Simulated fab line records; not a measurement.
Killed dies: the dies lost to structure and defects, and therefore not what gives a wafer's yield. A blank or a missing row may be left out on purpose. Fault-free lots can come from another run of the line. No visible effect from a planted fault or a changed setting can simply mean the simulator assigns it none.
Matching of chambers	flow nand_harc	NHARC_A_CONTACT_DEP_29 on pecvd-01 has 3 sister chambers
The step deposits SiON, target thk 70 nm. 6 wafers are shown with their chamber, then 9 later ones without.

## WAFERS WITH THEIR CHAMBER
wafer	chamber	heater_power_w (W)	chamber_pressure_Torr (Torr)
L092.1	1	626	3.498
L092.3	0	916	3.487
L092.4	2	847	3.490
L089.1	1	761	3.496
L089.3	0	827	3.500
L089.6	2	724	3.504

## WAFERS WITH NO CHAMBER GIVEN
wafer	heater_power_w (W)	chamber_pressure_Torr (Torr)
L091.1	1000	3.513
L091.3	844	3.498
L091.6	759	3.502
L093.1	737	3.500
L093.5	819	3.503
L093.6	865	3.499
L094.1	722	3.511
L094.2	846	3.504
L094.4	714	3.497

## WHICH CHAMBER EACH ONE RAN IN
wafer	from the rows above	in truth
L091.1	can't be placed: 0 or 2 or 1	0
L091.3	can't be placed: 0 or 2 or 1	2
L091.6	can't be placed: 2 or 1 or 0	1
L093.1	can't be placed: 1 or 2 or 0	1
L093.5	can't be placed: 2 or 0 or 1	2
L093.6	can't be placed: 0 or 2 or 1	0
L094.1	can't be placed: 1 or 2 or 0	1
L094.2	can't be placed: 2 or 0 or 1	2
L094.4	can't be placed: 1 or 2 or 0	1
Correct placement for 0 of the 9. Not placeable from these rows: 9 (in 9, the candidates include the true chamber). Number placed wrongly: 0.
How it was worked out, from the rows above alone: a wafer's distance from a chamber is the root of the sum, over the readings, of the square of ((its reading less the chamber's mean) divided by the reading's scatter). If the next closest chamber is less than 2 further off than the closest, the wafer can't be placed; otherwise it belongs to the closest. The mean given for a chamber averages the wafers shown for that chamber. The scatter: take each reading less its chamber's mean, square it, sum over the shown wafers, divide by the number of wafers less the number of chambers, and take the root.
